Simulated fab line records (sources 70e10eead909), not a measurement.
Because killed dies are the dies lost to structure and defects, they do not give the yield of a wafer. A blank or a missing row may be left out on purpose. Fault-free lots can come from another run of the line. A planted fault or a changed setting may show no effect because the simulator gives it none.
Matching of chambers | flow nandHarc | rieDiel-13 running NHARC_A_STAIRCASE_TRIM_20: 4 sister chambers
The step chemistry O2, time 211.2 s. 14 wafers are shown with their chamber, then 7 later ones without.

== WAFERS, EACH WITH ITS CHAMBER ==
wafer  | chamber | showerheadPlenumPTorr (Torr) | drypumpMotorCurrentA (A) | rfVppV (V)
L075.1 | 3       | 3.66                         | 5.4                      | 57.7
L075.2 | 0       | 3.51                         | 6.2                      | 57.3
L075.5 | 1       | 3.31                         | 6.3                      | 57.9
L079.1 | 3       | 3.65                         | 5.4                      | 57.6
L079.2 | 0       | 3.51                         | 6.3                      | 57.7
L079.4 | 2       | 3.37                         | 5.2                      | 57.0
L078.4 | 2       | 3.37                         | 5.3                      | 55.9
L078.5 | 1       | 3.31                         | 6.3                      | 57.9
L078.6 | 2       | 3.37                         | 5.3                      | 57.5
L080.3 | 3       | 3.65                         | 5.4                      | 58.1
L080.4 | 1       | 3.30                         | 6.3                      | 56.8
L080.6 | 3       | 3.65                         | 5.4                      | 59.1
L087.2 | 3       | 3.64                         | 5.4                      | 58.2
L087.3 | 1       | 3.30                         | 6.3                      | 56.2

SIGNATURES (means of the wafers above)
reading               | chamber 0 | chamber 1 | chamber 2 | chamber 3 | scatter within a chamber
showerheadPlenumPTorr | 3.5100    | 3.3050    | 3.3700    | 3.6500    | 0.00548
drypumpMotorCurrentA  | 6.250     | 6.300     | 5.267     | 5.400     | 0.0342
rfVppV                | 57.500    | 57.200    | 56.800    | 58.140    | 0.705
Rule: a wafer's distance from a chamber is the root of the sum, over the readings, of the square of ((its reading less the chamber's mean) divided by the reading's scatter). The wafer belongs to the nearest chamber; if the next one is less than 2 further off, it can't be placed. How the scatter is found: for the shown wafers, subtract from each reading the mean of its chamber, square and add these, divide the total by (wafers less chambers), then take the root.

== WAFERS MISSING THEIR CHAMBER ==
wafer  | showerheadPlenumPTorr (Torr) | drypumpMotorCurrentA (A) | rfVppV (V)
L087.4 | 3.49                         | 6.3                      | 57.9
L092.1 | 3.49                         | 6.2                      | 58.4
L092.3 | 3.63                         | 5.4                      | 57.8
L092.5 | 3.35                         | 5.3                      | 56.6
L093.3 | 3.63                         | 5.4                      | 59.9
L093.4 | 3.35                         | 5.3                      | 57.0
L093.5 | 3.49                         | 6.2                      | 56.9

== CHAMBER TAKEN BY EACH ==
wafer  | from the rows above | in truth
L087.4 | 0                   | 0
L092.1 | 0                   | 0
L092.3 | 3                   | 3
L092.5 | 2                   | 2
L093.3 | 3                   | 3
L093.4 | 2                   | 2
L093.5 | 0                   | 0
Placed correctly: 7 of 7. Not placeable from these rows: 0. Placed wrongly: 0.
